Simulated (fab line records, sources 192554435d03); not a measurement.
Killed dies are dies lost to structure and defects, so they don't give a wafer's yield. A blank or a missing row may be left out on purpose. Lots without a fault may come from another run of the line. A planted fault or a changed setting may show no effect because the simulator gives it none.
Which tool did it? | flow n5_finfet | 12 lots, 36 wafers sampled, at 1 step of a route of 1938

WHAT THE GAUGES READ, wafer by wafer
N5_BEOL_M4_OCD_MEAS_38.
lot  | measured     | on     | trench_depth_nm (nm)
L075 | day 8 09:38  | ocd-01 | 56.6 57.5 55.3
L076 | day 8 17:16  | ocd-02 | 55.9 55.8 53.6
L079 | day 8 23:24  | ocd-02 | 54.2 55.1 54.7
L080 | day 9 17:30  | ocd-01 | 57.5 53.7 56.3
L083 | day 9 21:34  | ocd-01 | 52.8 56.2 53.0
L085 | day 10 16:06 | ocd-02 | 55.6 54.6 55.0
L086 | day 10 21:53 | ocd-02 | 57.6 57.3 54.2
L089 | day 11 17:40 | ocd-01 | 55.1 54.1 56.0
L091 | day 12 02:23 | ocd-02 | 55.2 54.1 56.4
L092 | day 12 06:02 | ocd-02 | 56.7 55.5 53.1
L095 | day 13 03:30 | ocd-01 | 52.8 57.1 56.8
L097 | day 13 09:16 | ocd-01 | 55.7 56.4 52.9

WHICH TOOL RAN EACH LOT (tool, then ch and the chambers of the sampled wafers, then the start)
The record holds no process step before these readings.

THE ANSWER, worked out from the rows above alone
Rule: what is usual is taken from the lots themselves. Put in order of their means at a reading, lots are off if they are a third of the lots or fewer, leave a main group of 4 or more, and stand apart from it by a gap of 3 or more times the standard deviation of the main group's means; of several such gaps the widest counts. A main group whose means are all the same, to the digits that the tables above print for the reading, isn't used. A lot without any number at a reading at which 4 lots or more have one is off too. The other lots that the step has rows for count as sound.
No lot is off at any reading shown: from this, nothing can be told.

WHAT THE SIMULATOR HAD PUT IN
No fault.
